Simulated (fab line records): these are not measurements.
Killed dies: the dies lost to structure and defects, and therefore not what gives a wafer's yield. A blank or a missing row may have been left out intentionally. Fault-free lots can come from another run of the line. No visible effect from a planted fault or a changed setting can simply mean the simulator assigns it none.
Matching of chambers -- flow nandHarc -- rieDiel-12 running NHARC_HYBRID_BOND_ACTIVATE_00: 4 sister chambers
The step chemistry N2, time 60 s. 14 wafers are shown with their chamber, then 7 later ones without.

## EACH WAFER AND ITS CHAMBER
wafer,chamber,showerheadPlenumPTorr (Torr),drypumpMotorCurrentA (A),oesProductAu (a.u.)
L842.1,1,1.73,5.5,0.991
L842.2,3,1.64,4.8,1.012
L842.3,2,1.80,5.9,1.002
L852.1,2,1.79,6.0,1.006
L852.3,0,1.87,5.9,0.994
L852.6,3,1.64,4.8,1.015
L854.1,2,1.79,6.0,1.007
L854.2,3,1.64,4.8,1.000
L854.3,1,1.73,5.5,0.980
L853.1,2,1.79,6.0,1.014
L853.3,1,1.73,5.4,0.995
L853.4,0,1.87,5.9,0.990
L857.2,3,1.64,4.8,1.019
L857.3,0,1.87,5.9,0.991

SIGNATURES (means of the wafers above)
reading,chamber 0,chamber 1,chamber 2,chamber 3,scatter within a chamber
showerheadPlenumPTorr,1.8700,1.7300,1.7925,1.6400,0.00274
drypumpMotorCurrentA,5.900,5.467,5.975,4.800,0.0376
oesProductAu,0.99167,0.98867,1.00725,1.01150,0.00636
Rule: distance of a wafer from a chamber = root of the sum over the readings of ((wafer's reading minus chamber's mean) / reading's scatter) squared. If the next closest chamber is less than 2 further off than the closest, the wafer can't be placed; otherwise it belongs to the closest. How the scatter is found: for the shown wafers, subtract from each reading the mean of its chamber, square and add these, divide the total by (wafers less chambers), then take the root.

## WAFERS WHOSE CHAMBER IS MISSING
wafer,showerheadPlenumPTorr (Torr),drypumpMotorCurrentA (A),oesProductAu (a.u.)
L857.6,1.79,6.0,1.006
L859.2,1.79,6.0,1.007
L859.4,1.87,5.9,0.996
L859.6,1.79,6.0,0.994
L863.1,1.73,5.4,0.987
L863.2,1.87,5.9,1.004
L863.5,1.73,5.4,0.984

## THE CHAMBER EACH PASSED THROUGH
wafer,from the rows above,in truth
L857.6,2,2
L859.2,2,2
L859.4,0,0
L859.6,2,2
L863.1,1,1
L863.2,0,0
L863.5,1,1
Placed correctly: 7 of 7. From these rows, 0 cannot be placed. Wrongly placed: 0.
